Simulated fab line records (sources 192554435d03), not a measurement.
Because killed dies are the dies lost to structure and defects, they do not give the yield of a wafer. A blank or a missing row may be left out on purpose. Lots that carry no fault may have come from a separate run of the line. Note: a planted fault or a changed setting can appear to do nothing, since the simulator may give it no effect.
Split-lot experiment -- flow n5_finfet -- 39 wafers read across 7 lots, on a route 1938 steps long

## THE SPLIT ITSELF
At N5_HKMG_FIN_ETCH_55 (etches SOC in N2/H2, target depth 240 nm, time 300 s), the setting time_s was moved away from the recipe's 300 s on 15 of the 39 wafers read, by -30.3% to +46.7%. For the rest of the wafers, this setting stayed at what the recipe calls for.

The reading comes from the split's own step.

## THE READING
SiARC_of_HKMG_FIN_COAT_42.thk_nm (the simulator's own value, which no gauge read), in nm, at N5_HKMG_FIN_ETCH_55 (etches SOC in N2/H2, target depth 240 nm, time 300 s). There is no usual value for it anywhere in the file. Across the 24 wafers here that went through the recipe, the average is 21.4 nm and the standard deviation 0.55 nm.

wafer,"tool, chamber at the split","time_s as run, s",against the recipe,"SiARC_of_HKMG_FIN_COAT_42.thk_nm, nm",against lot-mates on the recipe
L074.2,"rie_diel-06, 3",300,recipe,21.2,-
L074.4,"rie_diel-06, 0",300,recipe,20.6,-
L074.5,"rie_diel-06, 1",300,recipe,22,-
L075.1,"rie_diel-06, 0",300,recipe,20.6,-
L075.2,"rie_diel-06, 2",300,recipe,21.2,-
L075.3,"rie_diel-06, 3",433.3,+44.4%,15,-6.3
L075.4,"rie_diel-06, 1",433.3,+44.4%,16.4,-4.9
L075.5,"rie_diel-06, 1",300,recipe,22.2,-
L075.6,"rie_diel-06, 2",433.3,+44.4%,15.2,-6.1
L077.1,"rie_diel-05, 0",440,+46.7%,15.4,-6.6
L077.2,"rie_diel-05, 1",300,recipe,22,-
L077.3,"rie_diel-05, 3",440,+46.7%,15.4,-6.6
L077.4,"rie_diel-05, 0",300,recipe,21.8,-
L077.5,"rie_diel-05, 1",300,recipe,22.2,-
L077.6,"rie_diel-05, 3",440,+46.7%,15.4,-6.6
L080.1,"rie_diel-06, 2",427.3,+42.4%,14.4,-7.6
L080.2,"rie_diel-06, 1",300,recipe,22.2,-
L080.3,"rie_diel-06, 3",300,recipe,21.6,-
L080.4,"rie_diel-06, 1",300,recipe,22.2,-
L080.5,"rie_diel-06, 3",427.3,+42.4%,16,-6.0
L080.6,"rie_diel-06, 2",427.3,+42.4%,14.4,-7.6
L084.1,"rie_diel-02, 1",408.4,+36.1%,15.8,-5.1
L084.2,"rie_diel-02, 3",408.4,+36.1%,16.6,-4.3
L084.3,"rie_diel-02, 2",408.4,+36.1%,16.6,-4.3
L084.4,"rie_diel-02, 0",300,recipe,20.6,-
L084.5,"rie_diel-02, 0",300,recipe,20.6,-
L084.6,"rie_diel-02, 3",300,recipe,21.6,-
L089.1,"rie_diel-02, 0",300,recipe,20.8,-
L089.2,"rie_diel-02, 3",209.1,-30.3%,25.6,+4.3
L089.3,"rie_diel-02, 2",300,recipe,21.6,-
L089.4,"rie_diel-02, 0",209.1,-30.3%,25,+3.7
L089.5,"rie_diel-02, 3",209.1,-30.3%,25.8,+4.5
L089.6,"rie_diel-02, 2",300,recipe,21.4,-
L091.1,"rie_diel-02, 3",300,recipe,21.6,-
L091.2,"rie_diel-02, 1",300,recipe,21.2,-
L091.3,"rie_diel-02, 0",300,recipe,20.8,-
L091.4,"rie_diel-02, 2",300,recipe,21.8,-
L091.5,"rie_diel-02, 3",300,recipe,21.6,-
L091.6,"rie_diel-02, 0",300,recipe,21,-

THE FIT
A straight line over all 39 wafers: SiARC_of_HKMG_FIN_COAT_42.thk_nm changes by -0.137 nm for each +1% of time_s; r = -0.98; the points scatter about the line by 0.59 nm.
The same after taking each lot's own level away (the mean of its wafers on the recipe; 39 wafers): -0.142 nm for each +1%; r = -0.98; scatter 0.59 nm.
Per that fit: largest time_s move, reading shift of 6.6 nm.
Measured against the standard deviation above, the lots' own levels, which go from 20.93 to 22.00 nm, span 1.9 times it.
So the lot-to-lot level changes the slope little: the two slopes agree.
Check: for one of the wafers moved furthest among these (+46.7%), held out of the fit, the line's prediction against its lot-mates is -6.62 nm. It came out at -6.6 nm against them.

## THESE WAFERS: OTHER SPLITS
These wafers also went through other splits before the reading. Each is held against what the fit with the lots' levels taken away leaves over:
other split on the same wafers,wafers away from the commonest value,r with SiARC_of_HKMG_FIN_COAT_42.thk_nm (lot level and that fit taken away)
N5_FIN_SAQP_HM_DEP_72 target_thk_a,6,-0.08
N5_SDB_ALD_29 ald_cycles,15,+0.10

## THE WHOLE CHAIN: every reading that the file lists as answering this split, in the file's order
step,what it does,reading,change (the file's fit),r (the file's)
N5_HKMG_FIN_ETCH_55,"etches SOC in N2/H2, target depth 240 nm, time 300 s","etch.depth_nm (the simulator's own value, which no gauge read)",+2.38 nm for each +1% of the setting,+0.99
N5_HKMG_FIN_ETCH_55,"etches SOC in N2/H2, target depth 240 nm, time 300 s","HKMG_FIN.feature_depth_nm (the simulator's own value, which no gauge read)",+2.38 nm for each +1% of the setting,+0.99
N5_HKMG_FIN_ETCH_55,"etches SOC in N2/H2, target depth 240 nm, time 300 s","SiARC_of_HKMG_FIN_COAT_42.thk_nm (the simulator's own value, which no gauge read)",-0.142 nm for each +1% of the setting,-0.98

## THE FILE'S OWN FIT
SiARC_of_HKMG_FIN_COAT_42.thk_nm changes by -0.142 nm for each +1% of time_s, r = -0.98.
